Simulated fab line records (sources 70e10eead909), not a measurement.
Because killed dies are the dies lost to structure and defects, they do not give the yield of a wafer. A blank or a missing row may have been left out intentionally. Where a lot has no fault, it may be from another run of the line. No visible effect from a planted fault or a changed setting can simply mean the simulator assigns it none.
Chamber matching + flow nand_harc + 4 sister chambers for NHARC_A_CHANNEL_FILL_D2_ALD_25 on ald_hk-01
The step deposits SiOx, target thk 60 nm, pulse time 10 s, ald cycles 600. 8 wafers are shown with their chamber, then 7 later ones without.

== WAFERS PAIRED WITH THEIR CHAMBERS ==
| wafer  | chamber | heater_power_w (W) | susceptor_temp_C (C) |
|--------|---------|--------------------|----------------------|
| L085.2 | 1       | 460                | 299.96               |
| L086.5 | 1       | 462                | 299.96               |
| L086.6 | 0       | 395                | 300.13               |
| L087.1 | 3       | 468                | 299.87               |
| L087.2 | 0       | 386                | 299.94               |
| L087.6 | 2       | 444                | 300.19               |
| L089.1 | 3       | 463                | 299.73               |
| L089.3 | 2       | 452                | 299.95               |

== WAFERS WITH NO CHAMBER GIVEN ==
| wafer  | heater_power_w (W) | susceptor_temp_C (C) |
|--------|--------------------|----------------------|
| L089.6 | 386                | 299.93               |
| L091.3 | 463                | 300.10               |
| L091.4 | 441                | 300.09               |
| L091.6 | 451                | 300.23               |
| L093.1 | 386                | 299.91               |
| L093.2 | 452                | 300.06               |
| L093.3 | 457                | 300.03               |

== WHICH CHAMBER EACH WENT THROUGH ==
| wafer  | from the rows above          | in truth |
|--------|------------------------------|----------|
| L089.6 | 0                            | 0        |
| L091.3 | can't be placed: 1 or 3 or 2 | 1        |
| L091.4 | 2                            | 2        |
| L091.6 | can't be placed: 2 or 1      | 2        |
| L093.1 | 0                            | 0        |
| L093.2 | can't be placed: 2 or 1      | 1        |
| L093.3 | can't be placed: 1 or 2 or 3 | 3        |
Correct placement for 3 of the 7. Can't be placed from these rows: 4 (the true chamber is among the candidates in 4). Number placed wrongly: 0.
How it was worked out, from the rows above alone: a wafer's distance from a chamber is the root of the sum, over the readings, of the square of ((its reading less the chamber's mean) divided by the reading's scatter). If the next closest chamber is less than 2 further off than the closest, the wafer can't be placed; otherwise it belongs to the closest. Each chamber's mean is taken over the wafers shown for it. The scatter is the square root of a quotient: the sum, over the shown wafers, of each reading's squared deviation from its chamber's mean, divided by wafers minus chambers.
